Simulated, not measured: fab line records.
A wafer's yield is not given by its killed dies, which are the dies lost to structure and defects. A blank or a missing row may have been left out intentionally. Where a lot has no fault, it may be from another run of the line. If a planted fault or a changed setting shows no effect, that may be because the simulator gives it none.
What tool caused it? | flow n5 finfet | 13 lots with 38 wafers sampled at 5 steps, on a route of 1938 steps

## WHAT THE GAUGES READ, wafer by wafer
No reading from a measuring or inspecting step in the record can be judged against a usual standard deviation.

## EACH LOT AND THE TOOL THAT RAN IT (in order: tool; ch and the chambers of the sampled wafers; start)
lot  | N5_BEOL_M5_DEGAS_44          | N5_BEOL_M5_PRE_CLEAN_45      | N5_BEOL_M5_CVD_47                | N5_BEOL_M5_SPUTTER_81        | N5_PASSIVATION_PROBE_49
L833 | pvd sputter-03, day 8 11:47  | pvd sputter-03, day 8 11:49  | cvd co-01 ch 0,1, day 8 12:17    | pvd sputter-03, day 8 13:35  | -
L837 | pvd sputter-03, day 9 20:01  | pvd sputter-03, day 9 20:04  | cvd co-01 ch 0,2, day 9 20:31    | pvd sputter-03, day 9 21:49  | -
L841 | pvd sputter-01, day 10 11:59 | pvd sputter-01, day 10 12:01 | cvd co-01 ch 0,1,2, day 10 12:23 | pvd sputter-02, day 10 13:41 | -
L840 | pvd sputter-02, day 10 12:19 | pvd sputter-02, day 10 12:22 | cvd co-01 ch 0,2, day 10 12:48   | pvd sputter-03, day 10 14:02 | prober-02, day 14 13:31
L845 | pvd sputter-02, day 11 16:55 | pvd sputter-02, day 11 16:58 | cvd co-02 ch 1,2, day 11 17:28   | pvd sputter-01, day 11 18:43 | prober-01, day 16 06:24
L849 | pvd sputter-02, day 12 03:56 | pvd sputter-02, day 12 03:58 | cvd co-02 ch 0,1,2, day 12 04:26 | pvd sputter-02, day 12 05:46 | -
L848 | pvd sputter-03, day 12 07:38 | pvd sputter-03, day 12 07:40 | cvd co-02 ch 0,1,2, day 12 08:09 | pvd sputter-01, day 12 09:28 | prober-02, day 16 16:34
L850 | pvd sputter-01, day 12 18:46 | pvd sputter-01, day 12 18:49 | cvd co-02 ch 0,1,2, day 12 19:19 | pvd sputter-01, day 12 20:34 | prober-02, day 16 21:59
L851 | pvd sputter-03, day 13 06:59 | pvd sputter-03, day 13 07:02 | cvd co-02 ch 0,2, day 13 07:28   | pvd sputter-02, day 13 08:48 | -
L853 | pvd sputter-03, day 13 10:39 | pvd sputter-03, day 13 10:41 | cvd co-02 ch 0,1,2, day 13 11:14 | pvd sputter-03, day 13 12:37 | -
L852 | pvd sputter-03, day 14 03:22 | pvd sputter-03, day 14 03:24 | cvd co-02 ch 2, day 14 03:50     | pvd sputter-03, day 14 05:09 | -
L854 | pvd sputter-01, day 14 05:27 | pvd sputter-01, day 14 05:29 | cvd co-01 ch 1,2, day 14 05:51   | pvd sputter-01, day 14 07:19 | -
L855 | pvd sputter-03, day 14 10:22 | pvd sputter-03, day 14 10:25 | cvd co-01 ch 0,1,2, day 14 11:01 | pvd sputter-01, day 14 12:21 | -
- N5_BEOL_M5_DEGAS_44: time 60 s.
- N5_BEOL_M5_PRE_CLEAN_45: time 30 s.
- N5_BEOL_M5_CVD_47: deposits Co from CCTBA/H2, target thk 3 nm, time 216 s.
- N5_BEOL_M5_SPUTTER_81: material Cu, target thk 15 nm, time 27.62 s.
- N5_PASSIVATION_PROBE_49

## WHAT THE TOOLS THEMSELVES READ (means of the sampled wafers that have a number; where no wafer has one, the mark that the record gives instead)
N5_BEOL_M5_DEGAS_44.
lot  | tool           | heater power w (W)
L833 | pvd sputter-03 | 325
L837 | pvd sputter-03 | 317
L841 | pvd sputter-01 | 298
L840 | pvd sputter-02 | 289
L845 | pvd sputter-02 | 305
L849 | pvd sputter-02 | 320
L848 | pvd sputter-03 | 308
L850 | pvd sputter-01 | 310
L851 | pvd sputter-03 | 325
L853 | pvd sputter-03 | 312
L852 | pvd sputter-03 | 320
L854 | pvd sputter-01 | 317
L855 | pvd sputter-03 | 311

N5_BEOL_M5_PRE_CLEAN_45.
lot  | tool           | heater power w (W)
L833 | pvd sputter-03 | 326
L837 | pvd sputter-03 | 317
L841 | pvd sputter-01 | 302
L840 | pvd sputter-02 | 286
L845 | pvd sputter-02 | 303
L849 | pvd sputter-02 | 328
L848 | pvd sputter-03 | 317
L850 | pvd sputter-01 | 314
L851 | pvd sputter-03 | 324
L853 | pvd sputter-03 | 312
L852 | pvd sputter-03 | 318
L854 | pvd sputter-01 | 317
L855 | pvd sputter-03 | 313

N5_BEOL_M5_CVD_47.
lot  | tool      | run length s (s)
L833 | cvd co-01 | 238.7
L837 | cvd co-01 | 238.6
L841 | cvd co-01 | 237.6
L840 | cvd co-01 | 236.9
L845 | cvd co-02 | 238.9
L849 | cvd co-02 | 239.5
L848 | cvd co-02 | 239.6
L850 | cvd co-02 | 239.3
L851 | cvd co-02 | 239.9
L853 | cvd co-02 | 239.6
L852 | cvd co-02 | 239.1
L854 | cvd co-01 | 239.0
L855 | cvd co-01 | 238.8

N5_BEOL_M5_SPUTTER_81.
lot  | tool           | throttle valve pct (%)
L833 | pvd sputter-03 | 29.0
L837 | pvd sputter-03 | 29.8
L841 | pvd sputter-02 | 30.9
L840 | pvd sputter-03 | 29.6
L845 | pvd sputter-01 | 29.3
L849 | pvd sputter-02 | 30.6
L848 | pvd sputter-01 | 29.8
L850 | pvd sputter-01 | 29.7
L851 | pvd sputter-02 | 30.8
L853 | pvd sputter-03 | 29.4
L852 | pvd sputter-03 | 28.3
L854 | pvd sputter-01 | 29.8
L855 | pvd sputter-01 | 29.5

N5_PASSIVATION_PROBE_49.
lot  | tool      | defect limited yield (%) | killed_at_M0_to_M3 | killed_at_M4_up | killed at contacts | killed at front end | killed at other | killed dies | killed open | killed short | sort_bin_4_leakage (%) | sort_bin_5_function (%) | sort_bin_6_memory (%) | sort_bin_8_speed (%) | sort n pass | sort yield pct (%)
L840 | prober-02 | 88.4                     | 63                 | 11              | 12                 | 41                  | 10.0            | 137         | 84          | 47           | 0.00                   | 6.7                     | 4.7                   | 0.00                 | 1043        | 88.4
L845 | prober-01 | 92.5                     | 17                 | 16              | 13                 | 36                  | 6.0             | 88          | 54          | 33           | 0.00                   | 4.4                     | 2.5                   | 0.00                 | 1092        | 92.5
L848 | prober-02 | 90.1                     | 47                 | 18              | 15                 | 34                  | 3.7             | 117         | 78          | 38           | 0.00                   | 5.8                     | 3.6                   | 0.00                 | 1063        | 90.1
L850 | prober-02 | 91.8                     | 32                 | 14              | 11                 | 37                  | 3.3             | 97          | 67          | 28           | 0.00                   | 5.1                     | 2.9                   | 0.00                 | 1083        | 91.8

## THE ANSWER, worked out from the rows above alone
Rule: usual is defined by the lots themselves. Put in order of their means at a reading, lots are off if they are a third of the lots or fewer, leave a main group of 4 or more, and stand apart from it by a gap of 3 or more times the standard deviation of the main group's means; of several such gaps the widest counts. If all means in a main group match to the digits the tables above print for the reading, that group is not used. A lot without any number at a reading at which 4 lots or more have one is off too. All remaining lots with rows at the step are treated as sound. After the gauges, taken in route order, come the tools' own readings; for these a lot's mean is taken, as printed above. The first step at which some lot is off is used, and at that step the reading that is off furthest; a lot without a number counts as furthest.
Across all readings shown, no lot is off: no conclusion can be drawn from this.

## WHAT HAD BEEN PUT IN BY THE SIMULATOR
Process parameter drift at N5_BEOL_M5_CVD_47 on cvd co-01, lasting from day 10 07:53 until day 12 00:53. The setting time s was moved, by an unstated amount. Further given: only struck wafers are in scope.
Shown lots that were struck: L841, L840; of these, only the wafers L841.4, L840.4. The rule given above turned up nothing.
